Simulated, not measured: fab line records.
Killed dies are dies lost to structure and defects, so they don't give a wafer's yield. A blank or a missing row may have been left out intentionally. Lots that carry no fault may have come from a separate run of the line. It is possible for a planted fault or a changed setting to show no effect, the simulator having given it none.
Comparing a struck lot with a sound one -- flow nandHarc -- 15 out of 1159 route steps
Sound: these wafers, L806.1, L806.3, L806.4. Struck: wafers L808.1, L808.4, L808.6. The cause is given at the end.
At each step with rows: each side's tool, then ch and its chambers, then its first start. Under that, the readings that differ: sound wafers -- struck wafers -- difference of the means -- sigmas: that difference in standard deviations of wafers without a fault.
alike: same words and numbers on both sides, and readings whose means sit less than 2 such deviations apart. not compared: any withheld reading, any reading some wafer has no value for, any bound like >300 that may hide the same value, and any number with overlapping values for which the record gives no deviation.
Wherever a step has rows on one side only, a row that says differs or no value, or a row with sigmas, the two part there. When numbers do not overlap yet have no deviation, they are printed without sigmas and do not part them. A reading missing from all wafers of one side parts the sides only when that side holds two or more wafers.

NHARC_A_CHANNEL_HOLE_D1_ETCH_44: etches the open film in CF4/O2, target depth 140 nm, overetch 14 nm, time 77 s.
  sound on rieDiel-01 ch 0,2,3, day 9 17:26; struck on rieDiel-10 ch 1,3, day 10 13:46
reading,sound,struck,difference,sigmas
drypumpMotorCurrentA (A),6.2 6.4 6.5,5.2 5.4 5.5,-1.0,-2
  alike: oesProductAu, rfVppV, showerheadPlenumPTorr, throttleValvePct
  not compared: rfHoursCounterH
then, 3 steps without rows for these wafers: NHARC_A_CHANNEL_HOLE_D1_STRIP_27 (strips in O2); NHARC_A_CHANNEL_HOLE_D1_PRECLEAN_28 (cleans in SC1); NHARC_A_CHANNEL_HOLE_D1_SRD_29.
NHARC_A_CHANNEL_HOLE_D1_CD_MEAS_30:
  sound: cdSem-02 at day 9 18:14; struck: cdSem-01 at day 10 14:34
  alike: cdNm
then, 1 step without rows for these wafers: NHARC_A_CHANNEL_HOLE_D1_XSEM_31.
NHARC_A_CHANNEL_HOLE_D1_INSPECT_40:
  sound: defectInspect-02 at day 9 18:25; struck: defectInspect-01 at day 10 14:46
  alike: rawDefectCount
then, 2 steps without rows for these wafers: NHARC_A_CHANNEL_FILL_D1_PRECLEAN_00 (cleans in SC1); NHARC_A_CHANNEL_FILL_D1_SRD_01.
NHARC_A_CHANNEL_FILL_D1_ALD_02: deposits SiO2, target thk 6 nm, pulse time 10 s, ald cycles 60.
  sound on aldHk-02 ch 0,2,3, day 9 18:37; struck on aldHk-04 ch 0,1,2, day 10 14:58
  alike: aldCycles, heaterPowerW, precursorPulseHeightRel
NHARC_A_CHANNEL_FILL_D1_ALD_03: deposits SiNx, target thk 6 nm, pulse time 60 s, ald cycles 58.
  sound: aldSinBatch-01 ch 0; struck: aldSinBatch-01 ch 0
  alike: aldCycles, precursorPulseHeightRel
NHARC_A_CHANNEL_FILL_D1_ALD_14: deposits SiO2, target thk 2.5 nm, pulse time 10 s, ald cycles 25.
  sound on aldHk-01 ch 1,2,3, day 10 04:50; struck on aldHk-02 ch 0,2,3, day 10 22:40
  alike: aldCycles, heaterPowerW, precursorPulseHeightRel
NHARC_A_CHANNEL_FILL_D1_ALD_15: deposits SiNx, target thk 2 nm, pulse time 60 s, ald cycles 19.
  sound on aldSinBatch-02 ch 0, day 10 07:42; struck on aldSinBatch-02 ch 0, day 11 01:45
reading,sound,struck,difference,sigmas
aldCycles,19 19 19,25 25 25,+6,
  alike: precursorPulseHeightRel
NHARC_A_CHANNEL_FILL_D1_ALD_16: deposits SiO2, target thk 1.5 nm, pulse time 10 s, ald cycles 15.
  sound on aldHk-04 ch 0,1,3, day 10 09:49; struck on aldHk-01 ch 1,3, day 11 03:47
  alike: aldCycles, heaterPowerW, precursorPulseHeightRel
-- record jumps: 10 days between struck wafers' starts before vs after; left off in module A_CHANNEL_FILL_D1, resumes in module END, first step shown is number 1159 of the route --
NHARC_END_SORT_01:
  sound on prober-02 ch 0, day 20 14:34; struck on prober-02 ch 0, day 21 01:24
  alike: killedAtArray, killedAtOther, killedAtPeriphery, killedDies, killedOpen, killedShort

WHERE THEY PART
Only at NHARC_A_CHANNEL_HOLE_D1_ETCH_44, as far as this record shows. Later steps at which nothing parts them and some readings are alike: NHARC_A_CHANNEL_HOLE_D1_CD_MEAS_30, NHARC_A_CHANNEL_HOLE_D1_INSPECT_40, NHARC_A_CHANNEL_FILL_D1_ALD_02, NHARC_A_CHANNEL_FILL_D1_ALD_03, NHARC_A_CHANNEL_FILL_D1_ALD_14, NHARC_A_CHANNEL_FILL_D1_ALD_15, NHARC_A_CHANNEL_FILL_D1_ALD_16, NHARC_END_SORT_01.

WHY: what had been put in by the simulator
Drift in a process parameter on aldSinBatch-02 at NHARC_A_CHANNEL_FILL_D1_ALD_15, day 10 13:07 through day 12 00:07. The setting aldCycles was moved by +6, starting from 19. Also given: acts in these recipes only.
